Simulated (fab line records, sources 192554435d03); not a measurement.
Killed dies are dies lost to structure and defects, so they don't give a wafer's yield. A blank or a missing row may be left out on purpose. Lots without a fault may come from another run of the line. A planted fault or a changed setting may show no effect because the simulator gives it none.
Chamber matching | flow n5_finfet | N5_HKMG_FIN_ETCH_58 on rie_diel-02: 4 sister chambers
The step etches SOC in N2/H2, target depth 215.8 nm, time 741 s. 4 wafers are shown with their chamber, then 8 later ones without.

WAFERS WITH THEIR CHAMBER
wafer  | chamber | drypump_motor_current_A (A)
L077.1 | 0       | 6.2
L089.2 | 3       | 5.3
L089.3 | 2       | 5.1
L091.2 | 1       | 5.8

WAFERS WITHOUT THEIR CHAMBER
wafer  | drypump_motor_current_A (A)
L091.3 | 6.2
L091.4 | 5.3
L094.2 | 6.2
L094.3 | 5.7
L094.5 | 5.1
L097.1 | 5.3
L097.4 | 6.2
L097.5 | 5.1

WHICH CHAMBER EACH WENT THROUGH
wafer  | from the rows above | in truth
L091.3 | 0                   | 0
L091.4 | 3                   | 3
L094.2 | 0                   | 0
L094.3 | 1                   | 1
L094.5 | 2                   | 2
L097.1 | 3                   | 3
L097.4 | 0                   | 0
L097.5 | 2                   | 2
Placed correctly: 8 of 8. Can't be placed from these rows: 0. Placed wrongly: 0.
How it was worked out, from the rows above alone: a wafer's distance from a chamber is the root of the sum, over the readings, of the square of ((its reading less the chamber's mean) divided by the reading's scatter). The wafer belongs to the nearest chamber; if the next one is less than 2 further off, it can't be placed. A chamber's mean is the mean of its shown wafers. The scatter: with one shown wafer a chamber, the root of the mean of the squares of how far each hidden wafer lies from its nearest shown one.
